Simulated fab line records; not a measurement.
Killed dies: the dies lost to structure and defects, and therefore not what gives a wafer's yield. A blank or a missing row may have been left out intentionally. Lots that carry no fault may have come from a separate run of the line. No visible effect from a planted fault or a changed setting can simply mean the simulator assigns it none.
Chamber matching / flow nand harc / NHARC_P_GATE_DESCUM_61 on rie diel-03 has 3 sister chambers
The step chemistry O2, time 3 s. 3 wafers are shown with their chamber, then 4 later ones without.

## WAFERS PAIRED WITH THEIR CHAMBERS
wafer=L217.5; chamber=1; rf vpp V (V)=58.6
wafer=L219.3; chamber=3; rf vpp V (V)=56.4
wafer=L219.4; chamber=0; rf vpp V (V)=57.7

## WAFERS WITHOUT THEIR CHAMBER
wafer=L221.4; rf vpp V (V)=58.8
wafer=L221.6; rf vpp V (V)=57.7
wafer=L222.2; rf vpp V (V)=57.7
wafer=L222.6; rf vpp V (V)=56.6

## WHICH CHAMBER EACH WENT THROUGH
wafer=L221.4; from the rows above=1; in truth=1
wafer=L221.6; from the rows above=0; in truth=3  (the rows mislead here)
wafer=L222.2; from the rows above=0; in truth=0
wafer=L222.6; from the rows above=3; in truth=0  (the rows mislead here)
Correctly placed: 2 of 4. Number that these rows cannot place: 0. Wrongly placed: 2.
How it was worked out, from the rows above alone: a wafer's distance from a chamber is the root of the sum, over the readings, of the square of ((its reading less the chamber's mean) divided by the reading's scatter). The wafer belongs to the nearest chamber; if the next one is less than 2 further off, it can't be placed. For every chamber, the mean is computed from those of its wafers that are shown. The scatter: root of mean squared gap, hidden wafer to nearest shown wafer, with one shown wafer a chamber.
